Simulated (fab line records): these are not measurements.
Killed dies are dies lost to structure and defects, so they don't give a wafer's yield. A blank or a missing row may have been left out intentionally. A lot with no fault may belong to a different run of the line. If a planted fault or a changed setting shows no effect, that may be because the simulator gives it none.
What tool caused it?    flow n5 finfet    Sampling: 24 lots, 72 wafers, 5 of 1938 route steps

WHAT THE GAUGES READ, wafer by wafer
N5_BEOL_M8_CD_MEAS_28: the cd target is 40 nm.
lot   measured      on         cd nm (nm)
L075  day 9 12:24   cd sem-02  40.54 40.26 40.55
L074  day 9 17:49   cd sem-03  39.72 39.97 39.84
L076  day 9 20:50   cd sem-01  40.00 39.87 39.94
L077  day 9 21:01   cd sem-02  40.09 39.74 39.75
L078  day 10 17:11  cd sem-02  39.68 40.19 39.79
L079  day 10 19:34  cd sem-02  39.51 39.64 39.93
L081  day 11 04:53  cd sem-02  40.01 39.93 40.44
L082  day 11 14:54  cd sem-01  40.02 39.88 40.01
L080  day 11 20:38  cd sem-01  40.24 39.90 39.97
L083  day 12 01:23  cd sem-01  39.64 39.92 39.99
L084  day 12 10:29  cd sem-01  40.10 40.21 40.37
L085  day 12 14:12  cd sem-01  40.40 40.53 39.91
L086  day 12 14:14  cd sem-02  39.48 40.16 39.94
L087  day 12 17:40  cd sem-02  39.69 39.80 40.17
L088  day 12 17:50  cd sem-03  40.22 40.24 39.99
L089  day 13 05:32  cd sem-03  40.11 40.21 40.38
L090  day 13 11:14  cd sem-03  40.53 39.69 40.54
L092  day 13 19:22  cd sem-01  39.98 39.82 40.26
L091  day 14 03:44  cd sem-01  39.96 39.99 39.89
L093  day 14 04:17  cd sem-01  40.13 39.95 40.17
L094  day 14 09:34  cd sem-03  39.88 40.06 39.84
L095  day 14 20:20  cd sem-01  39.85 39.72 40.07
L096  day 14 22:26  cd sem-03  39.92 40.40 39.89
L097  day 15 21:52  cd sem-01  39.67 39.79 39.83

N5_BEOL_M9_THK_MEAS_01.
lot   measured      on             M9_ILD_THK (nm)
L075  day 9 16:48   film metro-01  265 267 271
L074  day 9 21:37   film metro-02  269 265 269
L076  day 10 03:48  film metro-02  263 266 268
L077  day 10 02:50  film metro-02  267 273 273
L078  day 10 22:01  film metro-01  266 269 272
L079  day 11 00:59  film metro-02  269 272 272
L081  day 11 09:25  film metro-01  262 264 262
L082  day 11 19:29  film metro-01  264 262 267
L080  day 12 01:23  film metro-02  275 273 273
L083  day 12 05:35  film metro-02  267 270 271
L084  day 12 16:03  film metro-02  268 269 268
L085  day 12 18:04  film metro-01  271 271 272
L086  day 12 18:06  film metro-02  263 261 264
L087  day 12 23:52  film metro-02  267 264 262
L088  day 12 23:53  film metro-02  271 269 272
L089  day 13 09:37  film metro-02  268 267 265
L090  day 13 15:08  film metro-02  257 264 260
L092  day 14 00:17  film metro-02  271 271 275
L091  day 14 07:27  film metro-02  262 263 269
L093  day 14 07:55  film metro-02  267 266 272
L094  day 14 14:26  film metro-02  269 273 273
L095  day 15 00:17  film metro-01  267 262 268
L096  day 15 03:43  film metro-01  273 271 270
L097  day 16 02:53  film metro-02  267 268 276

TOOL THAT RAN EACH LOT (tool first, then ch and the chambers of the sampled wafers, then the start)
lot   N5_BEOL_M7_SURFACE_TREAT_79   N5_BEOL_M8_HM_DEP_02          N5_BEOL_M8_ETCH_61
L075  pvd sputter-03, day 9 05:09   pvd sputter-03, day 9 09:11   rie diel-03 ch 1,2,3, day 9 09:52
L074  pvd sputter-02, day 9 10:43   pvd sputter-03, day 9 15:50   rie diel-04 ch 0,2,3, day 9 16:28
L076  pvd sputter-01, day 9 14:30   pvd sputter-03, day 9 18:01   rie diel-02 ch 0,3, day 9 18:40
L077  pvd sputter-01, day 9 14:59   pvd sputter-03, day 9 18:17   rie diel-02 ch 0,1,2, day 9 19:11
L078  pvd sputter-01, day 10 10:49  pvd sputter-02, day 10 14:50  rie diel-04 ch 2,3, day 10 15:26
L079  pvd sputter-02, day 10 13:37  pvd sputter-03, day 10 16:53  rie diel-03 ch 1,3, day 10 17:30
L081  pvd sputter-03, day 10 23:22  pvd sputter-01, day 11 03:20  rie diel-02 ch 0,1,3, day 11 03:59
L082  pvd sputter-03, day 11 05:08  pvd sputter-01, day 11 11:40  rie diel-03 ch 0,1,3, day 11 12:30
L080  pvd sputter-01, day 11 12:42  pvd sputter-03, day 11 16:02  rie diel-02 ch 0,1, day 11 16:56
L083  pvd sputter-01, day 11 20:26  pvd sputter-02, day 11 23:47  rie diel-02 ch 0,2,3, day 12 00:25
L084  pvd sputter-03, day 12 04:02  pvd sputter-01, day 12 08:53  rie diel-03 ch 2,3, day 12 09:32
L085  pvd sputter-01, day 12 04:25  pvd sputter-02, day 12 08:59  rie diel-04 ch 2,3, day 12 09:41
L086  pvd sputter-03, day 12 04:31  pvd sputter-02, day 12 09:11  rie diel-02 ch 1,2,3, day 12 10:05
L087  pvd sputter-02, day 12 10:11  pvd sputter-02, day 12 14:32  rie diel-03 ch 0,1, day 12 15:47
L088  pvd sputter-02, day 12 10:30  pvd sputter-02, day 12 14:20  rie diel-02 ch 1,2, day 12 15:30
L089  pvd sputter-01, day 13 01:10  pvd sputter-01, day 13 03:45  rie diel-04 ch 0,1,2, day 13 04:22
L090  pvd sputter-01, day 13 06:49  pvd sputter-03, day 13 09:49  rie diel-03 ch 0,2,3, day 13 10:19
L092  pvd sputter-03, day 13 13:20  pvd sputter-03, day 13 16:53  rie diel-02 ch 1,2, day 13 17:37
L091  pvd sputter-02, day 13 23:38  pvd sputter-03, day 14 02:22  rie diel-03 ch 0,1,3, day 14 02:51
L093  pvd sputter-02, day 14 00:10  pvd sputter-01, day 14 02:44  rie diel-03 ch 0,1, day 14 03:16
L094  pvd sputter-03, day 14 05:16  pvd sputter-01, day 14 08:20  rie diel-04 ch 0,2, day 14 08:50
L095  pvd sputter-01, day 14 12:53  pvd sputter-02, day 14 16:37  rie diel-02 ch 2,3, day 14 17:17
L096  pvd sputter-03, day 14 17:49  pvd sputter-03, day 14 21:13  rie diel-03 ch 0,2,3, day 14 21:43
L097  pvd sputter-01, day 15 15:06  pvd sputter-02, day 15 19:53  rie diel-04 ch 0,1,3, day 15 20:38
- N5_BEOL_M7_SURFACE_TREAT_79
- N5_BEOL_M8_HM_DEP_02: deposits TiN, target thk 20 nm.
- N5_BEOL_M8_ETCH_61: etches SiARC in CF4, target depth 45.5 nm, time 75.8 s.

WHAT THE TOOLS THEMSELVES READ (means of the sampled wafers that have a number; where no wafer has one, the mark that the record gives instead)
N5_BEOL_M8_HM_DEP_02.
lot   tool            throttle valve pct (%)
L075  pvd sputter-03  30.1
L074  pvd sputter-03  30.1
L076  pvd sputter-03  30.2
L077  pvd sputter-03  30.0
L078  pvd sputter-02  30.0
L079  pvd sputter-03  30.4
L081  pvd sputter-01  30.0
L082  pvd sputter-01  30.7
L080  pvd sputter-03  30.4
L083  pvd sputter-02  30.1
L084  pvd sputter-01  29.8
L085  pvd sputter-02  29.9
L086  pvd sputter-02  30.6
L087  pvd sputter-02  31.2
L088  pvd sputter-02  31.2
L089  pvd sputter-01  29.8
L090  pvd sputter-03  29.8
L092  pvd sputter-03  30.0
L091  pvd sputter-03  30.3
L093  pvd sputter-01  30.4
L094  pvd sputter-01  29.9
L095  pvd sputter-02  30.2
L096  pvd sputter-03  30.1
L097  pvd sputter-02  30.8

N5_BEOL_M8_ETCH_61.
lot   tool         bias w (W)  drypump motor current A (A)  etch rf on time s (s)  oes product au (a.u.)  rf vpp V (V)  showerhead plenum p Torr (Torr)  throttle valve pct (%)
L075  rie diel-03  35.94       5.5                          75.9                   0.65                   183.7         2.14                             15.6
L074  rie diel-04  35.99       5.4                          75.5                   0.80                   183.7         2.09                             15.3
L076  rie diel-02  36.12       5.2                          75.0                   0.66                   183.9         2.11                             15.9
L077  rie diel-02  35.94       5.5                          74.5                   0.71                   183.3         2.07                             15.5
L078  rie diel-04  36.06       5.5                          75.7                   0.76                   183.4         2.09                             15.3
L079  rie diel-03  36.05       5.2                          76.7                   0.67                   184.7         2.13                             15.5
L081  rie diel-02  35.93       5.6                          75.2                   0.71                   183.6         2.13                             15.5
L082  rie diel-03  36.04       5.5                          76.9                   0.67                   184.3         2.13                             15.7
L080  rie diel-02  36.06       5.5                          75.8                   0.65                   184.4         2.05                             15.8
L083  rie diel-02  36.03       5.2                          75.3                   0.67                   183.9         2.12                             15.7
L084  rie diel-03  35.94       5.6                          75.7                   0.76                   185.2         2.14                             15.4
L085  rie diel-04  36.07       5.8                          76.8                   0.73                   182.9         2.08                             15.3
L086  rie diel-02  35.99       5.6                          75.6                   0.72                   184.9         2.14                             15.3
L087  rie diel-03  35.87       5.6                          76.8                   0.69                   184.0         2.07                             15.5
L088  rie diel-02  36.04       6.0                          76.0                   0.72                   184.0         2.08                             15.2
L089  rie diel-04  36.03       5.3                          74.3                   0.70                   183.5         2.12                             15.6
L090  rie diel-03  36.05       5.7                          75.9                   0.70                   184.0         2.13                             15.6
L092  rie diel-02  36.14       5.5                          75.2                   0.70                   182.9         2.07                             15.4
L091  rie diel-03  35.90       5.5                          76.1                   0.66                   183.6         2.12                             15.7
L093  rie diel-03  35.95       5.8                          76.0                   0.68                   183.6         2.08                             15.7
L094  rie diel-04  35.99       5.1                          74.4                   0.73                   183.6         2.08                             15.4
L095  rie diel-02  35.98       5.2                          74.7                   0.68                   184.1         2.12                             15.5
L096  rie diel-03  35.93       5.7                          75.9                   0.69                   183.5         2.13                             15.7
L097  rie diel-04  36.04       5.7                          76.0                   0.73                   184.7         2.11                             15.4

THE ANSWER, worked out from the rows above alone
Rule: what is usual is taken from the lots themselves. Put in order of their means at a reading, lots are off if they are a third of the lots or fewer, leave a main group of 4 or more, and stand apart from it by a gap of 3 or more times the standard deviation of the main group's means; of several such gaps the widest counts. The tables above print the reading to a certain number of digits; a main group whose means all agree to those digits is not used. Also off: a lot with no number at a reading for which 4 or more lots have one. The other lots that the step has rows for count as sound. After the gauges, taken in route order, come the tools' own readings; for these a lot's mean is taken, as printed above. The first step at which some lot is off is used, and at that step the reading that is off furthest; a lot without a number counts as furthest.
No lot is off at any reading shown: from this, nothing can be told.

WHAT WAS PUT IN BY THE SIMULATOR
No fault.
